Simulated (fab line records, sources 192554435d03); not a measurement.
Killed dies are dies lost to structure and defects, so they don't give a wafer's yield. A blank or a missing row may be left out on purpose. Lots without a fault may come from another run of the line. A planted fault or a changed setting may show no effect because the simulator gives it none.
Which tool did it? | flow n5_finfet | 11 lots, 30 wafers sampled, at 5 steps of a route of 1938

WHAT THE GAUGES READ, wafer by wafer
N5_BEOL_M14_CD_MEAS_17: target cd 250 nm.
lot  | measured     | on        | cd_nm (nm)
L756 | day 10 22:47 | cd_sem-01 | 250.3 252.7 249.1
L757 | day 11 08:12 | cd_sem-03 | 249.5 248.6
L759 | day 12 03:09 | cd_sem-03 | 252.9 252.3 250.8
L763 | day 12 21:28 | cd_sem-03 | 253.2 249.8
L764 | day 13 17:41 | cd_sem-03 | 249.0 251.2
L774 | day 15 22:10 | cd_sem-02 | 251.3 251.9 248.4
L775 | day 16 17:38 | cd_sem-02 | 247.4 247.8 250.2
L777 | day 16 18:13 | cd_sem-02 | 247.3 247.4 251.8
L776 | day 16 21:41 | cd_sem-03 | 250.0 246.5 249.9
L779 | day 16 22:14 | cd_sem-02 | 250.6 251.4 250.6
L778 | day 17 07:59 | cd_sem-03 | 248.5 247.7 247.2

N5_BEOL_M14_CD_MEAS_28: target cd 284.4 nm.
lot  | measured     | on        | cd_nm (nm)
L756 | day 10 23:07 | cd_sem-02 | 284.8 287.0 284.3
L757 | day 11 08:39 | cd_sem-01 | 285.3 286.3
L759 | day 12 03:36 | cd_sem-01 | 284.4 282.3 285.7
L763 | day 12 21:48 | cd_sem-01 | 287.8 293.1
L764 | day 13 18:08 | cd_sem-02 | 286.1 295.2
L774 | day 15 22:37 | cd_sem-03 | 286.0 284.4 285.1
L775 | day 16 18:05 | cd_sem-02 | 283.8 284.8 286.6
L777 | day 16 18:40 | cd_sem-02 | 283.5 282.9 281.1
L776 | day 16 22:01 | cd_sem-02 | 286.1 284.1 284.1
L779 | day 16 22:41 | cd_sem-03 | 285.7 285.2 285.2
L778 | day 17 08:19 | cd_sem-03 | 283.9 287.1 284.3

N5_BEOL_M14_OCD_MEAS_35.
lot  | measured     | on     | trench_depth_nm (nm)
L756 | day 10 23:49 | ocd-02 | 548 569 551
L757 | day 11 09:21 | ocd-02 | 547 552
L759 | day 12 04:20 | ocd-01 | 542 542 550
L763 | day 12 22:30 | ocd-01 | 547 547
L764 | day 13 19:11 | ocd-01 | 555 576
L774 | day 15 23:19 | ocd-01 | 545 541 552
L775 | day 16 18:47 | ocd-02 | 577 580 559
L777 | day 16 19:22 | ocd-02 | 553 579 536
L776 | day 16 22:44 | ocd-02 | 579 574 577
L779 | day 16 23:33 | ocd-02 | 556 541 540
L778 | day 17 09:06 | ocd-01 | 549 544 554

WHICH TOOL RAN EACH LOT (tool, then ch and the chambers of the sampled wafers, then the start)
lot  | N5_BEOL_M14_DESCUM_15              | N5_BEOL_M14_EXPOSE_25
L756 | rie_diel-03 ch 0,1,3, day 10 22:21 | krf_scanner-02 ch 0, day 10 22:57
L757 | rie_diel-04 ch 0,1, day 11 07:46   | krf_scanner-01 ch 0, day 11 08:29
L759 | rie_diel-04 ch 0,1,3, day 12 02:43 | krf_scanner-01 ch 0, day 12 03:26
L763 | rie_diel-03 ch 2,3, day 12 21:02   | krf_scanner-01 ch 0, day 12 21:38
L764 | rie_diel-04 ch 2,3, day 13 17:15   | krf_scanner-01 ch 0, day 13 17:58
L774 | rie_diel-06 ch 2,3, day 15 21:43   | krf_scanner-02 ch 0, day 15 22:26
L775 | rie_diel-06 ch 1,2,3, day 16 17:13 | krf_scanner-01 ch 0, day 16 17:55
L777 | rie_diel-06 ch 1,2,3, day 16 17:46 | krf_scanner-02 ch 0, day 16 18:29
L776 | rie_diel-06 ch 1,2, day 16 21:15   | krf_scanner-02 ch 0, day 16 21:50
L779 | rie_diel-03 ch 0,1, day 16 21:48   | krf_scanner-01 ch 0, day 16 22:31
L778 | rie_diel-04 ch 1,2, day 17 07:33   | krf_scanner-01 ch 0, day 17 08:09
- N5_BEOL_M14_DESCUM_15: chemistry O2, time 7.9 s.
- N5_BEOL_M14_EXPOSE_25: exposes mask M14, target cd 280 nm.

WHAT THE TOOLS THEMSELVES READ (means of the sampled wafers that have a number; where no wafer has one, the mark that the record gives instead)
N5_BEOL_M14_DESCUM_15.
lot  | tool        | bias_power_w (W) | drypump_motor_current_A (A) | oes_product_au (a.u.) | rf_vpp_V (V) | showerhead_plenum_p_Torr (Torr) | throttle_valve_pct (%)
L756 | rie_diel-03 | 20.01            | 6.0                         | 0.81                  | 243.6        | 2.10                            | 20.49
L757 | rie_diel-04 | 19.91            | 5.8                         | 0.78                  | 241.8        | 2.02                            | 20.41
L759 | rie_diel-04 | 20.05            | 5.8                         | 0.79                  | 241.6        | 2.03                            | 20.54
L763 | rie_diel-03 | 19.98            | 5.7                         | 0.85                  | 243.4        | 2.13                            | 20.16
L764 | rie_diel-04 | 20.06            | 5.8                         | 0.86                  | 242.9        | 2.04                            | 20.48
L774 | rie_diel-06 | 20.02            | 5.8                         | 0.87                  | 244.3        | 2.16                            | 20.38
L775 | rie_diel-06 | 19.98            | 5.7                         | 0.82                  | 243.5        | 2.08                            | 20.45
L777 | rie_diel-06 | 19.98            | 5.6                         | 0.83                  | 243.0        | 2.08                            | 20.46
L776 | rie_diel-06 | 19.97            | 5.2                         | 0.83                  | 243.7        | 2.13                            | 20.34
L779 | rie_diel-03 | 20.01            | 5.5                         | 0.83                  | 243.7        | 2.15                            | 20.62
L778 | rie_diel-04 | 19.97            | 6.0                         | 0.80                  | 241.8        | 2.03                            | 20.38

N5_BEOL_M14_EXPOSE_25.
lot  | tool           | focus_offset_nm (nm)
L756 | krf_scanner-02 | 0.2
L757 | krf_scanner-01 | -0.5
L759 | krf_scanner-01 | -0.4
L763 | krf_scanner-01 | 0.1
L764 | krf_scanner-01 | 0.1
L774 | krf_scanner-02 | 0.5
L775 | krf_scanner-01 | -0.0
L777 | krf_scanner-02 | -0.5
L776 | krf_scanner-02 | -0.3
L779 | krf_scanner-01 | -0.7
L778 | krf_scanner-01 | -0.5

THE ANSWER, worked out from the rows above alone
Rule: what is usual is taken from the lots themselves. Put in order of their means at a reading, lots are off if they are a third of the lots or fewer, leave a main group of 4 or more, and stand apart from it by a gap of 3 or more times the standard deviation of the main group's means; of several such gaps the widest counts. A main group whose means are all the same, to the digits that the tables above print for the reading, isn't used. A lot without any number at a reading at which 4 lots or more have one is off too. The other lots that the step has rows for count as sound. The gauges are gone through in route order, then the tools' own readings, and for those a lot's mean is taken as printed above. The first step at which some lot is off is used, and at that step the reading that is off furthest; a lot without a number counts as furthest.
Off: L763, L764, at N5_BEOL_M14_CD_MEAS_28 (cd_nm). The main group: mean 284.8 nm, standard deviation 0.92.
A tool fits if, at a process step before that reading, it ran every lot that is off, and no sound lot after the first of them. The gauges at N5_BEOL_M14_CD_MEAS_28 are tried like those tools. None of those tried fits.

WHAT THE SIMULATOR HAD PUT IN
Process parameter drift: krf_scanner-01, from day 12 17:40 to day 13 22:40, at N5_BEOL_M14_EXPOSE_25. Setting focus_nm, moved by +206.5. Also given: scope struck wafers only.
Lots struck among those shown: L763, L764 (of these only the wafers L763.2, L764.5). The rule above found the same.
